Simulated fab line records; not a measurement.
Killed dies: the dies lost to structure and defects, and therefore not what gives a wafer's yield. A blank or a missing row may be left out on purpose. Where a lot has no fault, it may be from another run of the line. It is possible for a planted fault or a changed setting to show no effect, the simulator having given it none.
Split-lot experiment ; flow n5_finfet ; route with 1938 steps; 7 lots, 39 wafers read

ON THE SPLIT
At N5_BEOL_M6_DEP_56 (deposits SiCN from 3MS/NH3, target thk 10 nm, time 17.5 s), the setting target_thk_a was moved away from the recipe's 100 angstrom on 12 of the 39 wafers read, by -57.8% to +18.9%. For the rest of the wafers, this setting stayed at what the recipe calls for.

The reading comes from the split's own step.

THE READING
SiCN_of_BEOL_M6_DEP_56.thk_nm (the simulator's own value, which no gauge read), in nm, at N5_BEOL_M6_DEP_56 (deposits SiCN from 3MS/NH3, target thk 10 nm, time 17.5 s). No usual value for it is given in the file. Average 10.0 nm, standard deviation 0.18 nm, over the 27 wafers here run with the recipe.

wafer;tool, chamber at the split;target_thk_a as run, angstrom;against the recipe;SiCN_of_BEOL_M6_DEP_56.thk_nm, nm;against lot-mates on the recipe
L074.3;pecvd-03, 1;100;recipe;10;-
L074.4;pecvd-03, 0,1;100;recipe;10.2;-
L074.6;pecvd-03, 0,1;100;recipe;10.2;-
L077.1;pecvd-04, 1;100;recipe;9.6;-
L077.2;pecvd-04, 0;118.9;+18.9%;12;+2.1
L077.3;pecvd-04, 1;100;recipe;10;-
L077.4;pecvd-04, 0;118.9;+18.9%;12.2;+2.3
L077.5;pecvd-04, 0;100;recipe;10.2;-
L077.6;pecvd-04, 1;118.9;+18.9%;11.6;+1.7
L079.1;pecvd-03, 0;58.31;-41.7%;5.8;-4.2
L079.2;pecvd-03, 2;58.31;-41.7%;5.6;-4.4
L079.3;pecvd-03, 1;100;recipe;10;-
L079.4;pecvd-03, 2;100;recipe;9.8;-
L079.5;pecvd-03, 1;58.31;-41.7%;6;-4.0
L079.6;pecvd-03, 0;100;recipe;10.2;-
L080.1;pecvd-01, 1,0;100;recipe;10.2;-
L080.6;pecvd-01, 1,0;100;recipe;10.2;-
L080.2;pecvd-01, 0;100;recipe;10;-
L080.3;pecvd-01, 2;42.19;-57.8%;4.2;-5.9
L080.4;pecvd-01, 1,2;42.19;-57.8%;4.4;-5.7
L080.5;pecvd-01, 1,2;42.19;-57.8%;4.4;-5.7
L081.1;pecvd-04, 0;100;recipe;10;-
L081.2;pecvd-04, 1;100;recipe;9.6;-
L081.3;pecvd-04, 0;100;recipe;10.2;-
L081.6;pecvd-04, 0;100;recipe;10.2;-
L081.4;pecvd-04, 1;100;recipe;9.8;-
L081.5;pecvd-04, 1;100;recipe;9.8;-
L083.1;pecvd-04, 2,1,2,1;100;recipe;10;-
L083.3;pecvd-04, 2,1,2,1;100;recipe;10;-
L083.5;pecvd-04, 2,1,2,1;100;recipe;10;-
L083.6;pecvd-04, 2,1,2,1;100;recipe;10;-
L083.2;pecvd-04, 0;100;recipe;10.2;-
L083.4;pecvd-04, 0;100;recipe;10.2;-
L089.1;pecvd-01, 2,1,2;100;recipe;10.2;-
L089.4;pecvd-01, 2,1,2;100;recipe;10.2;-
L089.6;pecvd-01, 2,1,2;100;recipe;10.2;-
L089.2;pecvd-01, 0;65.85;-34.2%;6.6;-3.6
L089.3;pecvd-01, 1,0;65.85;-34.2%;6.8;-3.4
L089.5;pecvd-01, 1,0;65.85;-34.2%;6.8;-3.4
If several chambers appear in one row, that row covers several wafers at once and the file leaves open which wafer was in which chamber.

THE FIT
A straight line over all 39 wafers: SiCN_of_BEOL_M6_DEP_56.thk_nm changes by +0.0994 nm for each +1% of target_thk_a; r = +1.00; the points scatter about the line by 0.19 nm.
The same after taking each lot's own level away (the mean of its wafers on the recipe; 39 wafers): +0.101 nm for each +1%; r = +1.00; scatter 0.17 nm.
The reading moves by 5.8 nm for the largest change in target_thk_a, on that fit.
Measured against the standard deviation above, the lots' own levels, which go from 9.93 to 10.20 nm, span 1.5 times it.
Consequently the slope shifts little with the lot-to-lot level, the two slopes agreeing.
Check: with one of the wafers moved furthest among these (-57.8%) left out of the fit, the line predicts -5.82 nm for it against its lot-mates. It came out at -5.93 nm against them.

THE OTHER SPLITS THESE WAFERS WENT THROUGH
Other splits were also applied to these wafers ahead of the reading. Each is held against what the fit with the lots' levels taken away leaves over:
other split on the same wafers;wafers away from the commonest value;r with SiCN_of_BEOL_M6_DEP_56.thk_nm (lot level and that fit taken away)
N5_FIN_SAQP_DEVELOP_15 develop_time_s;12;-0.07
N5_SD_EPI_N_DESCUM_14 time_s;15;+0.05
N5_MOL_CONTACT_COAG_ALD_27 time_s;15;+0.10
N5_BEOL_M5_HM_DEP_02 target_thk_a;15;-0.15

FILE'S OWN FIT
SiCN_of_BEOL_M6_DEP_56.thk_nm changes by +0.101 nm for each +1% of target_thk_a, r = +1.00.
